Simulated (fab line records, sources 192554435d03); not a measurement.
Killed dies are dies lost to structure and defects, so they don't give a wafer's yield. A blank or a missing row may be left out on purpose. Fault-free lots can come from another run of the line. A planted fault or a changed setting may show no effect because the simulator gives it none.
fab line records	flow n5Finfet
[record] lots = 4	wafers = 12	lastDay = 16
route steps=1938 shown BEOL_M3@931 BEOL_M4@1111 PASSIVATION@1936
lots untouched by any fault: they come from a run of this same line in which no faults occurred
startH: start of the lot's first displayed wafer, in hours after the record's first day	waitH: hours from the lot's prior step to this one	" unchanged from the row above	L1.1+2: a row that stands for several wafers	- either no value or no given start	* or withheld: withheld	< > ~ a bound
route shown NAME@n: names a module that has steps shown in the file, with the first one's number in the route	usual: the fault-free wafers' mean and standard deviation	same: alike in all rows	chamber/n: place in a boat	sites: the reading at each site	_std_site: standard deviation across them	_edge_site: inner sites' mean taken away from outer sites' mean	radiusMm: how far each site lies from the wafer's centre	mask NAME#n: copy n	behind: the tool/chamber that last shaped the wafer	hold: reason for holding the lot/hours on hold/outcome of the hold	device: the transistor (n, p or np) that didn't switch	end of line: tests of these same wafers at the route's end	a step with no rows: only its recipe	killed: not the wafer's yield, but the dies lost to structure and defects at the first sort	map: a wafer's dies, marking killed ones x, the rest . and places with no die _
set.NAME: the setting that was run; set.NAME@STEP: the one run at that earlier step	model.NAME: the simulator's own value behind a step, which no gauge read
lots at some steps of the route; a table a step, a row a wafer
services: from which hour (startH, from the record's first day; less than 0 if before it) a tool's chamber was out of use, for how many hours, and why
[[steps]]
[step N5_BEOL_M3_ILD_DEP_00]
[recipe] material = SiOC	targetThkA = 790	tempC = 350	precursor = DEMS/O2	pressureTorr = 5	rfW = 500	timeS = 15.3
[step N5_BEOL_M3_PECVD_72]
[recipe] material = SiO2	targetThkA = 160	tempC = 400	precursor = TEOS/O2	pressureTorr = 5.5	rfW = 450	teosFlowSccm = 53.8	gas = O2	flowSccm = 3000	timeS = 18
[step N5_BEOL_M3_HM_DEP_02]
[recipe] material = TiN	targetThkA = 200	tempC = 25	chamberPressurePa = 0.49996
[step N5_BEOL_M3_COAT_61]
[recipe] resist = SOC	tempC = 250	timeS = 60	spinRpm = 1500	resistThkNm = 60
[step N5_BEOL_M3_COAT_62]
[recipe] resist = SiARC	tempC = 220	timeS = 60	spinRpm = 1500	resistThkNm = 12
[step N5_BEOL_M3_COAT_73]
[recipe] resist = underlayer	tempC = 205	timeS = 60	spinRpm = 1500	resistThkNm = 5
[step N5_BEOL_M3_COAT_05]
[recipe] resist = CAR-EUV	spinRpm = 1500	resistThkNm = 30
[step N5_BEOL_M3_EBR_07]
[recipe] solvent = PGMEA	ebrWidthMm = 1.5
[step N5_BEOL_M3_SOFTBAKE_06]
[recipe] tempC = 110	timeS = 60	resist = CAR-EUV
[step N5_BEOL_M3_EXPOSE_08]
[recipe] maskId = M3	na = 0.33	sourceShape = dipole	sigmaInner = 0.369	sigmaOuter = 0.767	polarization = unpolarized	doseMj = 33
[usual] exposureDoseMJCm2 = 32.93/0.037	focusOffsetNm = -0.1/0.58
[same] sigmaInner = 0.369	sigmaOuter = 0.767
lot.wafer	tool	chamber	startH	waitH	mask	exposureDoseMJCm2	focusOffsetNm
L873.1	euvScanner-01	0	155.39	-	M3#0	32.88	1.0
L873.2	"	0	"	"	M3#0	32.94	0.5
L873.3	"	0	"	"	M3#0	32.84	0.7
L875.1	euvScanner-01	0	163.74	-	M3#0	35.14	1.2
L875.2	"	0	"	"	M3#0	35.09	0.1
L875.3	"	0	"	"	M3#0	35.14	0.4
L877.1	euvScanner-01	0	182.47	-	M3#0	34.68	-0.1
L877.3	"	0	"	"	M3#0	34.68	-1.3
L877.4	"	0	"	"	M3#0	34.65	-0.6
L890.1	euvScanner-02	0	257.07	-	M3#0	32.93	0.2
L890.3	"	0	"	"	M3#0	32.88	0.1
L890.4	"	0	"	"	M3#0	32.88	-0.3
[step N5_BEOL_M3_PEB_09]
[recipe] pebTempC = 100	pebTimeS = 60	resist = CAR-EUV
[step N5_BEOL_M3_DEVELOP_10]
[recipe] developTimeS = 30	developer = TMAH	resist = CAR-EUV	rinseLiquid = surfactantRinse	dry = airSpin	devTempC = 23
[step N5_BEOL_M3_CD_MEAS_11]
[recipe] targetCdNm = 17.05	landingEnergyEv = 500	detector = seInlens	polarity = opening
[usual] cdNm = 17.02/0.24
lot.wafer	tool	chamber	startH	waitH	cdNm
L873.1	cdSem-01	0	155.52	-	16.63
L873.2	"	0	"	"	16.86
L873.3	"	0	"	"	16.79
L875.1	cdSem-03	0	163.87	-	18.41
L875.2	"	0	"	"	18.38
L875.3	"	0	"	"	18.33
L877.1	cdSem-01	0	182.60	-	18.22
L877.3	"	0	"	"	18.33
L877.4	"	0	"	"	18.10
L890.1	cdSem-01	0	257.19	-	16.87
L890.3	"	0	"	"	16.69
L890.4	"	0	"	"	16.78
[step N5_BEOL_M3_DESCUM_16]
[recipe] chemistry = O2	timeS = 7	sourcePowerW = 50	biasPowerW = 20	pressureMtorr = 20	rfFrequencyHz = 2.712e+07	tempC = 40	resist = CAR-EUV	o2FlowSccm = 225
[step N5_BEOL_M3_ETCH_74]
[recipe] chemistry = N2/H2	target = underlayer	targetDepthA = 65	maskMaterial = CAR-EUV	timeS = 5.2	ionEnergyEv = 200	pressureMtorr = 30	sourceW = 840	biasW = 150	n2FlowSccm = 200	h2FlowSccm = 200	ends = cleared
[usual] drypumpMotorCurrentA = 5.4/0.44	etchRfOnTimeS = 5.18/0.084	oesProductAu = 0.67/0.064	rfVppV = 523.9/1.9	showerheadPlenumPTorr = 2.54/0.046	throttleValvePct = 17.81/0.26
lot.wafer	tool	chamber	startH	waitH	drypumpMotorCurrentA	etchRfOnTimeS	oesProductAu	rfHoursCounterH	rfVppV	showerheadPlenumPTorr	throttleValvePct	model.BEOL_M3.cdOffsetNm
L873.1	rieDiel-06	0	155.72	0.0	5.4	5.29	0.62	192	524.9	2.53	18.08	-0.4
L873.2	"	3	"	"	5.1	5.26	0.59	239	525.9	2.49	18.10	-0.4
L873.3	"	2	"	"	5.8	5.15	0.67	94	525.6	2.57	17.89	-0.2
L875.1	rieDiel-06	2	164.69	0.0	5.8	5.17	0.66	98	524.8	2.57	17.88	1.2
L875.2	"	0	"	"	5.4	5.34	0.61	197	522.7	2.52	18.07	1.2
L875.3	"	3	"	"	5.1	5.30	0.58	244	520.7	2.49	18.11	1.2
L877.1	rieDiel-03	0	182.76	0.0	6.2	5.05	0.80	10	523.2	2.50	17.54	1.2
L877.3	"	2	"	"	5.8	5.21	0.61	185	527.9	2.62	17.57	1.2
L877.4	"	1	"	"	5.1	5.12	0.70	83	524.1	2.57	17.67	1
L890.1	rieDiel-05	2	257.49	0.0	5.8	5.08	0.68	121	524.8	2.55	18.15	0
L890.3	"	0	"	"	4.9	5.25	0.58	240	521.7	2.51	18.14	0
L890.4	"	1	"	"	4.9	5.17	0.72	79	522.1	2.47	17.58	-0.4
[step N5_BEOL_M3_ETCH_63]
[recipe] chemistry = CF4	target = SiARC	targetDepthA = 156	maskMaterial = CAR-EUV	timeS = 26	ionEnergyEv = 80	pressureMtorr = 40	sourceW = 545	biasW = 36	Ar_flow_sccm = 100	cf4FlowSccm = 100	ends = cleared
[step N5_BEOL_M3_ETCH_64]
[recipe] chemistry = N2/H2	target = SOC	targetDepthA = 750	overetchA = 150	maskMaterial = SiARC	tempC = 40	timeS = 112.5	ionEnergyEv = 200	pressureMtorr = 30	sourceW = 840	biasW = 150	n2FlowSccm = 200	h2FlowSccm = 200
[step N5_BEOL_M3_STRIP_65]
[recipe] chemistry = N2/H2	tempC = 40	n2FlowSccm = 200	h2FlowSccm = 200	rfFrequencyHz = 6e+07
[step N5_BEOL_M3_STRIP_75]
[recipe] chemistry = N2/H2	tempC = 40	n2FlowSccm = 200	h2FlowSccm = 200	rfFrequencyHz = 6e+07
[step N5_BEOL_M3_STRIP_66]
[recipe] chemistry = CF4	resist = SiARC	powerW = 300	biasPowerW = 75	pressureMtorr = 50	cf4FlowSccm = 150	rfFrequencyHz = 6e+07
[step N5_BEOL_M3_HM_OPEN_17]
[recipe] chemistry = Cl2/BCl3	targetDepthA = 200	overetchA = 60	target = TiN	maskMaterial = SOC	ionEnergyEv = 150	pressureMtorr = 10	icpW = 1000	biasW = 126	Cl2_flow_sccm = 53.25	bcl3FlowSccm = 21.75	Ar_flow_sccm = 25
[usual] drypumpMotorCurrentA = 5.9/0.41	oes_ar_750_au = 0.78/0.072	oesProductAu = 0.67/0.06	throttleValvePct = 22.05/0.12
lot.wafer	tool	chamber	startH	waitH	drypumpMotorCurrentA	oes_ar_750_au	oesProductAu	rfHoursCounterH	throttleValvePct	model.BEOL_M3.cdOffsetNm
L873.1	rieMetal-02	1	155.94	0.0	6.2	0.72	0.61	53	22.09	-0.8
L873.2	"	0	"	"	5.6	0.78	0.65	45	21.93	-0.4
L873.3	"	1	"	"	6.2	0.72	0.61	-	22.13	-0.4
L875.1	rieMetal-02	1	164.90	0.0	6.1	0.72	0.61	55	22.11	1.2
L875.2	"	0	"	"	5.6	0.78	0.65	46	21.92	1
L875.3	"	1	"	"	6.1	0.72	0.62	-	22.12	1.2
L877.1	rieMetal-01	1	182.97	0.0	5.2	0.84	0.73	24	22.05	1.2
L877.3	"	1	"	"	5.2	0.85	0.72	-	22.01	1.2
L877.4	"	0	"	"	5.3	0.88	0.74	-	22.11	1.2
L890.1	rieMetal-01	0	257.71	0.0	5.3	0.86	0.73	25	22.11	0.2
L890.3	"	1	"	"	5.3	0.83	0.70	-	22.06	0.2
L890.4	"	0	"	"	5.3	0.86	0.73	-	22.11	0
[step N5_BEOL_M3_STRIP_19]
[recipe] chemistry = O2	powerW = 400	tempC = 40	pressureMtorr = 30	rfFrequencyHz = 6e+07	biasPowerW = 0	overashFraction = 0.2	o2FlowSccm = 225
[step N5_BEOL_M3_CD_MEAS_18]
[recipe] pitchNm = 36	targetCdNm = 18
[usual] cdNm = 17.96/0.29
lot.wafer	tool	chamber	startH	waitH	cdNm
L873.1	cdSem-03	-	156.14	0.0	16.95
L873.2	"	-	"	"	17.53
L873.3	"	-	"	"	17.95
L875.1	cdSem-03	-	165.21	0.0	19.21
L875.2	"	-	"	"	18.75
L875.3	"	-	"	"	18.93
L877.1	cdSem-01	-	183.15	0.0	18.94
L877.3	"	-	"	"	19.03
L877.4	"	-	"	"	19.43
L890.1	cdSem-03	-	257.89	0.0	18.26
L890.3	"	-	"	"	18.34
L890.4	"	-	"	"	18.33
[step N5_BEOL_M3_COAT_67]
[recipe] resist = SOC	tempC = 250	timeS = 60	spinRpm = 1500	resistThkNm = 60
[step N5_BEOL_M4_RC_MEAS_101]
[usual] DIBL_N = 36.2/1.2	DIBL_P = 36.3/1.3	IOFF_N = 0.155/0.019	IOFF_P = 0.210/0.029	ION_N = 677/8.6	ION_P = 465/6.8	SS_N = 71.4/0.48	SS_P = 73.2/0.53	VT_N = 249.9/2.4	VT_P = -250/3.2
lot.wafer	tool	chamber	startH	waitH	DIBL_N[mV/V]	DIBL_P[mV/V]	IOFF_N[nA/um]	IOFF_P[nA/um]	ION_N[uA/um]	ION_P[uA/um]	SS_N[mV/dec]	SS_P[mV/dec]	VT_N[mV]	VT_P[mV]
L873.1	prober-01	0	176.24	0.0	36.1	37.7	0.154	0.207	669	463	70.9	73.6	251.4	-251
L873.2	"	0	"	"	35.2	36.8	0.134	0.187	667	460	71.1	73.5	252.7	-256
L873.3	"	0	"	"	37.8	38.9	0.171	0.217	681	464	72.5	74.4	251.8	-252
L890.1	prober-02	0	282.57	0.0	36.9	37.8	0.164	0.219	684	464	71.5	73.7	249.1	-249
L890.3	"	0	"	"	37.7	38.4	0.173	0.227	672	463	71.7	73.7	250.5	-250
L890.4	"	0	"	"	35.5	35.9	0.133	0.198	669	461	71.0	74.0	252.9	-251
[step N5_PASSIVATION_PROBE_49]
[usual] defectLimitedYield = 91.2/1.4	killed_at_M0_to_M3 = 34/10	killed_at_M4_up = 13/5.1	killedAtContacts = 12/6.5	killedAtFrontEnd = 41/11	killedAtOther = 4/3.3	killedDies = 104/16	killedOnRim = 14/3.9	killedOpen = 69/13	killedShort = 33/7	sort_bin_5_function = 5.1/0.91	sort_bin_6_memory = 3.3/0.69	sortNPass = 1076/16	sortYieldPct = 91.2/1.4
[same] grossDies = 1180	killedAtBackSide = 0	sort_bin_4_leakage[%] = 0	sort_bin_8_speed[%] = 0
lot.wafer	tool	chamber	startH	waitH	defectLimitedYield[%]	killed_at_M0_to_M3	killed_at_M4_up	killedAtContacts	killedAtFrontEnd	killedAtOther	killedDies	killedOnRim	killedOpen	killedShort	sort_bin_5_function[%]	sort_bin_6_memory[%]	sortNPass	sortYieldPct[%]
L875.1	prober-02	-	298.40	0.0	0.7	1095	16	6	54	1	1172	151	66	28	73.4	5.7	8	0.7
L875.2	prober-02	-	298.45	0.1	0.4	1094	13	10	53	5	1175	149	83	30	71.8	6.9	5	0.4
L875.3	prober-02	-	298.50	0.1	0.7	1108	15	8	34	7	1172	151	57	34	73.3	6.9	8	0.7
L877.1	prober-01	-	315.70	0.0	35.7	700	11	17	31	0	759	93	67	30	38.4	21.1	421	35.7
L877.3	prober-01	-	315.80	0.1	42.0	627	10	14	33	0	684	90	62	21	35.5	18.2	496	42.0
L877.4	prober-01	-	315.85	0.2	37.0	668	9	7	58	1	743	88	71	40	38.7	20.1	437	37.0
// killed by level:class
L875.1 BEOL_M3:areaExpose=1076 STI_FIN_REVEAL:geometricParticle:open=19 FIN_SAQP:geometricParticle:open=12 BEOL_M4:geometricParticle:open=10 BEOL_M0_SAQP:geometricParticle:short=9 FIN_SAQP:geometricParticle:short=8 DUMMY_GATE:geometricParticle:open=6 MOL_CONTACT_COAG:geometricParticle:open=6
L875.2 BEOL_M3:areaExpose=1059 FIN_SAQP:geometricParticle:open=20 BEOL_M2:geometricParticle:open=11 FIN_SAQP:geometricParticle:short=10 BEOL_M0_SAQP:geometricParticle:open=10 BEOL_M0_SAQP:geometricParticle:short=8 STI_FIN_REVEAL:geometricParticle:open=7 MOL_CONTACT_COAG:geometricParticle:open=7
L875.3 BEOL_M3:areaExpose=1077 BEOL_M4:geometricParticle:open=10 BEOL_M2:geometricParticle:open=8 BEOL_M0_SAQP:geometricParticle:open=8 BEOL_M0_SAQP:geometricParticle:short=8 STI_FIN_REVEAL:geometricParticle:open=7 FIN_SAQP:geometricParticle:short=6 MOL_CONTACT_COAG:geometricParticle:open=6
L877.1 BEOL_M3:areaExpose=656 MOL_CONTACT_COAG:geometricParticle:open=15 BEOL_M0_SAQP:geometricParticle:open=10 BEOL_M3:geometricParticle:open=9 BEOL_M0_SAQP:geometricParticle:short=8 STI_FIN_REVEAL:geometricParticle:open=7 BEOL_M2:geometricParticle:open=6 STI_FIN_REVEAL:geometricParticle:short=4
L877.3 BEOL_M3:areaExpose=599 MOL_CONTACT_COAG:geometricParticle:open=14 STI_FIN_REVEAL:geometricParticle:open=10 BEOL_M3:geometricParticle:open=9 DUMMY_GATE:geometricParticle:open=6 BEOL_M0_SAQP:geometricParticle:short=6 BEOL_M2:geometricParticle:open=5 BEOL_M4:geometricParticle:open=4
L877.4 BEOL_M3:areaExpose=631 STI_FIN_REVEAL:geometricParticle:open=24 BEOL_M0_SAQP:geometricParticle:open=14 STI_FIN_REVEAL:geometricParticle:short=10 BEOL_M0_SAQP:geometricParticle:short=9 GATE_CUT:geometricParticle:open=6 MOL_CONTACT_COAG:geometricParticle:open=5 BEOL_M2:geometricParticle:short=5
// map L875.2 (x killed, . not)
_________________xxxxxxxxxxxx________________
______________xxxxxxxxxxxxxxxxxx_____________
___________xxxxxxxxxxxxxxxxxxxxxxxx__________
__________xxxxxxxxxxxx.xxxxxxxxxxxxx_________
________xxxxxxxxxxxxxxxxxxxxxxxxxxxxxx_______
_______.xxxxxxxxxxxxxxxxxxxxxxxxxxxxxxx______
______xxxxxxxxxxxxxxxxxxxxxxxxxxxxxxxxxx_____
_____xxxxxxxxxxxxxxxxxxxxxxxxxxxxxxxxxxxx____
____xxxxxxxxxxxxxxxxxxxxxxxxxxxxxxxxxxxxxx___
___.xxxxxxxxxxxxxxxxxxxxxxxxxxxxxxxxxxxxxxx__
___xxxxxxxxxxxxxxxxxxxxxxxxxxxxxxxxxxxxxxxx__
__xxxxxxxxxxxxxxxxxxxxxxxxxxxxxxxxxxxxxxxxxx_
__xxxxxxxxxxxxxxxxxxxxxxxxxxxxxxxxxxxxxxxxxx_
_xxxxxxxxxxxxxxxxxxxxxxxxxxxxxxxxxxxxxxxxxxxx
_xxxxxxxxxxxxxxxxxxxxxxxxxxxxxxxxxxxxxxxxxxxx
_xxxxxxxxxxxxxxxxxxxxxxxxxxxxxxxxxxxxxxxxxxxx
_xxxxxxxxxxxxxxxxxxxxxxxxxxxxxxxxxxxxxxxxxxxx
_xxxxxxxxxxxxxxxxxxxxxxxxxxxxxxxxxxxxxxxxxxxx
_xxxxxxxxxxxxxxxxxxxxxxxxxxxxxxxxxxxxxxxxxxxx
_xxxxxxxxxxxxxxxxxxxxxxxxxxxxxxxxxxxxxxxxxxxx
_xxxxxxxxxxxxxxxxxxxxxxxxxxxxxxxxxxxxxxxxxxxx
__xxxxxxxxxxxxxxxxxxxxxxxxxxxxxxxxxxxxxxxxxx_
__xxxxxxxxxxxxxxxxxxxxxxxxxxxxxxxxxxxxxxxxxx_
___xxxxxxxxxxxxxxxxxxxxxxxxxxxxxxxxxxxxxxxx__
___xxxxxxxxxxxxxxxxxxxxxxxxxxxxxxxxxxxxxxxx__
____xxxxxxxxxxxxxxxxxxxxxxxxxxxxxxxxxxxxxx___
_____xxxxxxxxxxxxxxxxxxxxxxxxxxxxxxxxxxxx____
______xxxxxxxxxxxxxxxxxxxxxxxxxxxxxxxxxx_____
_______xxxxxxxxxxxxxxxxxxxxxxxxxxxxxxxx______
________xxxxxxxxxxxxxxxx.xxxxxxxxxxxxx_______
__________xxxxxxxxxxxxxxxxxxxxxxxxxx_________
___________xxxxxxxxxxxxxxxxxxxx.xxx__________
______________xxxxxxxxxxxxxxxxxx_____________
_________________xxxxxxxxxxxx________________
// map L877.1 (x killed, . not)
_________________...x.xxxx...________________
______________xx..x.x.x.xx.xxxxx_____________
___________...x.x...xx.xx.x.xxxxxx.__________
__________x.x.x..x.xx.x.xxx.x..xxxx._________
________.xx..xxx.xxx.xxxxx.xxxxxxx.xxx_______
_______xx.x...xx.xxxx..x.xxxxxxxxxxxx.x______
______xxx.x..xxx..xx.xxxxxxxxx.x.xxxxxx._____
_____.xx.xxx.xx.xx.xxx.xxx..xxx.xxxxx...x____
____x.xx..xxxx.x.xx.xxxxx..x.xxxx.xx.x.xxx___
___x.xxx.xxxx.xx.xxxxx.x..x..xxxxx.xxxxx.xx__
___......xxxx..xxx.xx..xxxx...xx...x.x.xx..__
__x...x.x.x.xxx.xx..x.xx.xx.xxx.xxx....x.xx._
__.xx..x.xxx.x.xx.xxxx.xx.xxxxxx.xxxxx..xx.x_
_.xx..xxx.xxxx.....xxxxxxx.xxx..x.xx.xxxxxx..
_...xxx...xxxx.xxxxxx.xxxx..xxxx.xxx.x...xxx.
_x.x..x.x.xx.....xx.x.xx..xx.xx.xxxx..xxxxx..
_xxx..xx....xxxxxx..x.xx.xxx..x.x.xxxx..xxxx.
_xxxxxx.xxxx.xxxx.x...x.xxx..xxxxx...xxx.x.x.
_xx.xxx.xxxxxx.xx.xxxx....x..xx...x..xxxx..x.
_.x..x..xxxxxxxx.x.xxxxxx.x.xx.xxx..x..xx.x..
_.x..xxx..x.xx..x.x...x.xx.xx.x....xxxxx.x.xx
__xxxx.xxxx..x.xxxxx.xxx.x.xxxxxx.xx.x.x.xxx_
__x.xx..xxx.xxxxxx.xxxxxx.xxxxxx...xx..x..x._
___xxx...x...xxxx.x.xxxxxxxxx.xxxxxxx.x.x.x__
___...xxxx.xx.xx...x.xxxx.x..x.xxxxxxxx.xxx__
____xx..xxx.xx.x.x.xxxx..xxx..x.xxxxxx..xx___
_____x...xx.xx.xxxxxx.xxxxxxxxx.xxx.x.x.x____
______x..x.xxxx.xxxx.x.xx.xxxxxx..xx..x._____
_______xxxxxx..x.x....x.xxx.xxxxx.xxx.x______
________xxxxxxxx..x.xxxxxx.xxxx..xxx.x_______
__________xxxx..x.xx.xx.xxx..xx.x.xx_________
___________.xx.xx...x.xxx.x.xx.xx.x__________
______________...xxxxxxxx....xxx_____________
_________________xxxxx..xxxx.________________
[[services]]
tool	chamber	startH	hours	kind
rieMetal-01	-	136.82	1.2	repair
rieMetal-02	1	138.88	2.5	repair
rieMetal-02	0	142.22	4.0	repair
rieDiel-06	1	144.27	14.9	repair
euvScanner-01	-	148.97	1.0	pm
rieDiel-03	3	152.15	13.5	repair
rieDiel-03	-	157.17	10.0	pm
euvScanner-02	-	161.07	1.0	pm
euvScanner-01	0	161.35	-	calibration
rieMetal-02	-	175.48	15.6	pm
rieDiel-05	3	175.74	3.6	repair
rieMetal-02	-	191.08	4.3	pm
rieMetal-02	-	200.62	0.2	repair
euvScanner-01	-	205.15	1.0	pm
rieDiel-03	0	209.33	4.7	repair
euvScanner-02	-	217.22	1.0	pm
rieMetal-02	-	224.15	0.5	repair
rieDiel-06	0	235.18	4.9	repair
euvScanner-02	-	238.24	4.6	pm
euvScanner-02	-	243.42	3.1	repair
euvScanner-01	-	246.51	4.6	pm
euvScanner-02	-	252.63	0.4	repair
rieMetal-02	-	254.16	2.8	pm
euvScanner-01	-	255.27	2.2	repair
[[key]]
[firstSign] step = N5_BEOL_M3_EXPOSE_08	reading = exposureDoseMJCm2	direction = up	sigmas = 53	usual = 32.93	struck = 34.90
[effect] step = N5_BEOL_M3_CD_MEAS_11	reading = cdNm	direction = up	sigmas = 5.2	usual = 17.02	struck = 18.29	through = controlLoop
[effect] step = N5_BEOL_M3_CD_MEAS_18	reading = cdNm	direction = up	sigmas = 3.8	usual = 17.96	struck = 19.05	through = controlLoop
[effect] step = N5_PASSIVATION_PROBE_49	reading = killed_at_M0_to_M3	direction = up	sigmas = 81	usual = 34	struck = 882
[modelEffect] step = N5_BEOL_M3_ETCH_74	value = BEOL_M3.cdOffsetNm	without = 0.03333	struck = 1.167
[modelEffect] step = N5_BEOL_M3_HM_OPEN_17	value = BEOL_M3.cdOffsetNm	without = 0.03333	struck = 1.167
[moreKillsBornAt] N5_BEOL_M3_EXPOSE_08@euvScanner-01 = 5098
metAt N5_BEOL_M3_EXPOSE_08
struckWafers L875.1,L875.2,L875.3,L877.1,L877.3,L877.4
laterRowsLeftOut L875.1,L875.2,L875.3,L877.1,L877.3,L877.4
[loopTrim] step = N5_BEOL_M3_EXPOSE_08	setting = dose	lots = L877
onsetBetween 155.39 163.74
[fault] kind = processParameterDrift	tool = euvScanner-01	chamber = -	onsetH = 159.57	steps = N5_BEOL_M3_EXPOSE_08	channel = doseMj	offset = 2.225	shape = step	actsIn = theseRecipesOnly	stated = 33
// laterRowsLeftOut: the simulator's readings of these wafers behind a module that went badly wrong aren't trusted and aren't shown, but for the sort
// loopTrim: a control loop set the setting to another value than it would have without faults
